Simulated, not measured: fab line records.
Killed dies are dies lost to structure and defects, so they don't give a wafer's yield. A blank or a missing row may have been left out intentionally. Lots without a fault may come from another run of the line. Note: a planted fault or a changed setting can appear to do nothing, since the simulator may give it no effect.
Chamber matching	flow n5Finfet	N5_BEOL_M7_ETCH_72 on rieDiel-01: 4 sister chambers
The step etches underlayer in N2/H2, target depth 6.5 nm, time 5.2 s. 4 wafers are shown with their chamber, then 7 later ones without.

EACH WAFER AND ITS CHAMBER
wafer	chamber	drypumpMotorCurrentA (A)
L080.1	0	5.2
L088.4	2	6.0
L090.1	3	6.0
L090.3	1	4.9

WAFERS MISSING THEIR CHAMBER
wafer	drypumpMotorCurrentA (A)
L090.5	4.9
L091.3	4.9
L091.5	6.0
L091.6	5.2
L097.1	5.9
L097.3	5.2
L097.6	6.0

WHICH CHAMBER EACH WENT THROUGH
wafer	from the rows above	in truth
L090.5	1	1
L091.3	1	1
L091.5	can't be placed: 2 or 3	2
L091.6	0	0
L097.1	can't be placed: 2 or 3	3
L097.3	0	0
L097.6	can't be placed: 2 or 3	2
4 of 7 placed correctly. Unplaceable from these rows: 3, with the true chamber sitting among the candidates in 3. Wrongly placed: 0.
How it was worked out, from the rows above alone: a wafer's distance from a chamber is the root of the sum, over the readings, of the square of ((its reading less the chamber's mean) divided by the reading's scatter). The wafer belongs to the nearest chamber; if the next one is less than 2 further off, it can't be placed. A chamber's mean is the mean of its shown wafers. The scatter: with one shown wafer a chamber, the root of the mean of the squares of how far each hidden wafer lies from its nearest shown one.
